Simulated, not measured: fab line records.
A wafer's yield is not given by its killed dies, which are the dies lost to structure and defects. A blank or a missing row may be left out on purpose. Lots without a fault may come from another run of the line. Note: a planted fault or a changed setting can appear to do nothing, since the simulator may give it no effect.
Matching of chambers || flow n5_finfet || pecvd-02 running N5_BEOL_M12_DEP_53: 3 sister chambers
The step deposits SiCN from 3MS/NH3, target thk 30 nm, time 10.5 s. 3 wafers are shown with their chamber, then 8 later ones without.

WAFERS, EACH WITH ITS CHAMBER
{"wafer": "L086.3", "chamber": 1, "throttle_valve_pct (%)": 16.8}
{"wafer": "L086.5", "chamber": 2, "throttle_valve_pct (%)": 15.5}
{"wafer": "L089.1", "chamber": 0, "throttle_valve_pct (%)": 16.8}

WAFERS WITH NO CHAMBER GIVEN
{"wafer": "L089.4", "throttle_valve_pct (%)": 15.7}
{"wafer": "L089.6", "throttle_valve_pct (%)": 17.2}
{"wafer": "L090.1", "throttle_valve_pct (%)": 15.6}
{"wafer": "L090.2", "throttle_valve_pct (%)": 17.0}
{"wafer": "L090.3", "throttle_valve_pct (%)": 16.7}
{"wafer": "L095.1", "throttle_valve_pct (%)": 16.7}
{"wafer": "L095.2", "throttle_valve_pct (%)": 15.6}
{"wafer": "L095.5", "throttle_valve_pct (%)": 17.0}

WHICH CHAMBER EACH WENT THROUGH
{"wafer": "L089.4", "from the rows above": 2, "in truth": 2}
{"wafer": "L089.6", "from the rows above": "can't be placed: 0 or 1", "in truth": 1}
{"wafer": "L090.1", "from the rows above": 2, "in truth": 2}
{"wafer": "L090.2", "from the rows above": "can't be placed: 0 or 1", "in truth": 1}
{"wafer": "L090.3", "from the rows above": "can't be placed: 0 or 1", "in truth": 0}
{"wafer": "L095.1", "from the rows above": "can't be placed: 0 or 1", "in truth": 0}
{"wafer": "L095.2", "from the rows above": 2, "in truth": 2}
{"wafer": "L095.5", "from the rows above": "can't be placed: 0 or 1", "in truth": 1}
Correct placement for 3 of the 8. Not placeable from these rows: 5 (in 5, the candidates include the true chamber). Wrongly placed: 0.
How it was worked out, from the rows above alone: a wafer's distance from a chamber is the root of the sum, over the readings, of the square of ((its reading less the chamber's mean) divided by the reading's scatter). The wafer belongs to the nearest chamber; if the next one is less than 2 further off, it can't be placed. A chamber's mean is the mean of its shown wafers. The scatter (one wafer shown for each chamber): square how far every hidden wafer sits from the nearest shown wafer, average those squares and take the square root.
